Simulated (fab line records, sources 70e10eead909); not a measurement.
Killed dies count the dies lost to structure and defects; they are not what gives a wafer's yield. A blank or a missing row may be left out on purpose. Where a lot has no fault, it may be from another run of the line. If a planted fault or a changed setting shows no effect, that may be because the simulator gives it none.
Matching of chambers	flow nand-harc	NHARC_A_STAIRCASE_STRIP_476 on rie-diel-03: 4 sister chambers
The step strips in O2, time 20 s. 14 wafers are shown with their chamber, then 7 later ones without.

== WAFERS PAIRED WITH THEIR CHAMBERS ==
wafer	chamber	drypump-motor-current-A (A)	showerhead-plenum-p-Torr (Torr)	rf-vpp-V (V)
L075.1	2	5.2	3.64	58.1
L075.2	3	6.0	3.50	58.1
L075.3	0	5.1	3.51	56.9
L076.2	2	5.2	3.63	57.1
L076.3	1	4.9	3.60	57.6
L076.6	0	5.1	3.51	57.6
L082.2	0	5.1	3.50	58.6
L082.5	2	5.2	3.63	58.0
L082.6	3	6.1	3.49	59.0
L084.3	2	5.2	3.62	57.8
L084.4	0	5.1	3.50	57.4
L084.5	0	5.1	3.50	56.9
L087.1	0	5.1	3.50	57.9
L087.5	1	4.9	3.58	57.5

SIGNATURES (averages over the wafers above)
reading	chamber 0	chamber 1	chamber 2	chamber 3	scatter within a chamber
drypump-motor-current-A	5.100	4.900	5.200	6.050	0.0224
showerhead-plenum-p-Torr	3.5033	3.5900	3.6300	3.4950	0.00764
rf-vpp-V	57.550	57.550	57.750	58.550	0.558
Rule: a wafer lies at a distance from a chamber equal to the root of the sum of squares, over the readings, of (its reading less the chamber's mean, divided by the reading's scatter). The wafer belongs to the nearest chamber; if the next one is less than 2 further off, it can't be placed. The scatter: take each reading less its chamber's mean, square it, sum over the shown wafers, divide by the number of wafers less the number of chambers, and take the root.

== WAFERS WITH NO CHAMBER GIVEN ==
wafer	drypump-motor-current-A (A)	showerhead-plenum-p-Torr (Torr)	rf-vpp-V (V)
L087.6	5.2	3.62	58.9
L083.4	5.1	3.50	57.9
L083.5	5.2	3.62	57.7
L083.6	6.1	3.48	57.2
L094.1	5.1	3.49	58.8
L094.2	5.2	3.61	58.7
L094.3	6.1	3.47	56.8

== WHICH CHAMBER EACH ONE RAN IN ==
wafer	from the rows above	in truth
L087.6	2	2
L083.4	0	0
L083.5	2	2
L083.6	3	3
L094.1	0	0
L094.2	2	2
L094.3	3	3
7 of 7 placed correctly. From these rows, 0 cannot be placed. 0 placed wrongly.
